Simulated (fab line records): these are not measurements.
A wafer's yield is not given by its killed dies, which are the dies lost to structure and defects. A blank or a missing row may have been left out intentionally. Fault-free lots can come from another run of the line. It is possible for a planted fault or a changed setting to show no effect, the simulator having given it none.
Which tool did it? -- flow n5Finfet -- 10 lots with 30 wafers sampled at 2 steps, on a route of 1938 steps

## WHAT THE GAUGES SHOWED, per wafer
N5_BEOL_M4_RC_MEAS_101. Usual: DIBL_N 36.0 mV/V, standard deviation 1.9; DIBL_P 35.6 mV/V, standard deviation 2.2; IOFF_N 0.15 nA/um, standard deviation 0.031; IOFF_P 0.19 nA/um, standard deviation 0.032; ION_N 668 uA/um, standard deviation 11; ION_P 455 uA/um, standard deviation 7.2; SS_N 71.5 mV/dec, standard deviation 0.65; SS_P 73.4 mV/dec, standard deviation 0.64; VT_N 251 mV, standard deviation 3.6; VT_P -253 mV, standard deviation 3.3.
lot,measured,on,DIBL_N (mV/V),DIBL_P (mV/V),IOFF_N (nA/um),IOFF_P (nA/um),ION_N (uA/um),ION_P (uA/um),SS_N (mV/dec),SS_P (mV/dec),VT_N (mV),VT_P (mV),flag
L481,day 9 06:52,prober-01,34.8 36.2 36.5,34.5 35.2 35.6,0.13 0.15 0.15,0.17 0.17 0.17,647 663 655,445 453 441,71.1 70.9 71.8,72.7 72.5 73.5,252 254 251,-253 -253 -254,
L485,day 11 01:13,prober-01,37.8 38.2 36.1,38.5 39.4 37.7,0.18 0.19 0.16,0.21 0.23 0.21,682 678 677,457 459 466,72.4 72.5 71.5,73.8 73.5 73.6,249 249 248,-252 -253 -252,
L487,day 11 08:01,prober-02,34.0 34.2 32.9,33.2 32.6 32.8,0.12 0.12 0.11,0.19 0.17 0.17,650 660 665,452 453 458,71.2 71.1 71.4,72.7 72.7 72.7,255 257 254,-251 -255 -254,
L488,day 12 13:13,prober-02,33.7 35.4 32.5,33.8 35.8 33.3,0.13 0.15 0.12,0.17 0.20 0.17,657 668 651,458 461 450,71.4 71.9 71.5,72.4 73.1 72.8,254 248 256,-252 -252 -252,
L499,day 14 10:26,prober-02,35.0 35.7 36.2,34.7 34.8 35.4,0.14 0.15 0.14,0.19 0.18 0.19,672 666 658,460 452 449,71.3 72.6 71.9,73.9 74.2 73.3,254 251 256,-254 -253 -252,
L496,day 14 10:49,prober-01,38.0 36.8 38.8,36.6 34.7 37.1,0.17 0.14 0.18,0.21 0.18 0.21,677 666 683,463 459 461,70.9 71.3 72.0,74.0 73.7 73.4,249 248 248,-251 -253 -250,
L500,day 14 13:58,prober-02,38.4 35.8 36.5,38.5 34.8 36.0,0.20 0.15 0.17,0.25 0.20 0.22,679 679 675,460 463 465,72.8 71.7 72.1,73.9 73.3 74.1,247 251 250,-249 -251 -252,
L498,day 14 19:54,prober-01,37.3 36.7 38.7,36.5 35.3 39.4,0.17 0.15 0.21,0.20 0.18 0.25,679 665 686,457 451 462,71.4 72.2 72.4,73.6 72.7 73.9,247 250 243,-251 -253 -251,
L501,day 14 21:43,prober-02,33.1 34.7 34.6,33.5 35.8 37.0,0.11 0.13 0.14,0.13 0.16 0.17,662 666 665,444 443 449,70.6 71.6 71.9,72.9 73.6 74.3,259 255 252,-262 -262 -259,
L502,day 16 01:31,prober-01,34.9 34.3 37.0,33.6 33.6 36.7,0.13 0.12 0.16,0.17 0.18 0.24,671 653 684,460 451 469,71.2 70.9 71.4,73.1 73.2 74.6,250 254 248,-252 -253 -246,

N5_BEOL_M6_OCD_MEAS_38. Usual: 94.3 nm for trenchDepthNm, sd 1.5.
lot,measured,on,trenchDepthNm (nm),flag
L481,day 10 03:43,ocd-01,95.7 93.9 96.0,
L485,day 11 20:56,ocd-02,90.7 95.0 93.6,
L487,day 12 05:07,ocd-01,95.4 93.5 95.9,
L488,day 13 06:20,ocd-01,94.3 91.9 95.7,
L499,day 15 04:13,ocd-01,92.0 93.4 94.8,
L496,day 15 06:19,ocd-02,94.7 96.2 95.3,
L500,day 15 10:12,ocd-01,92.7 96.0 94.9,
L498,day 15 14:44,ocd-02,95.9 93.7 96.9,
L501,day 15 14:24,ocd-01,95.6 94.3 95.7,
L502,day 16 22:29,ocd-01,95.6 95.2 94.5,

## WHAT TOOL EACH LOT RAN ON (gives the tool, then ch and the chambers of the sampled wafers, and finally the start)
Record: no process step prior to these readings.

## WHAT THE TOOLS THEMSELVES READ (means of the sampled wafers that have a number; where no wafer has one, the mark that the record gives instead)
The record holds no such reading with a usual standard deviation.

## THE ANSWER, worked out from the rows above alone
Rule: take the mean of a lot's wafers that have a number; if it is more than 3 standard deviations from the usual mean, the lot is off. Also off: a lot with no number at a reading for which 4 or more lots have one. Where the step has rows for the other lots, those lots are counted as sound. After the gauges, taken in route order, come the tools' own readings; for these a lot's mean is taken, as printed above. At the first step where some lot is off, the reading lying furthest off is the one used; lots without a number count as furthest.
No lot is off at any reading shown: from this, nothing can be told.

## WHAT WAS PUT IN BY THE SIMULATOR
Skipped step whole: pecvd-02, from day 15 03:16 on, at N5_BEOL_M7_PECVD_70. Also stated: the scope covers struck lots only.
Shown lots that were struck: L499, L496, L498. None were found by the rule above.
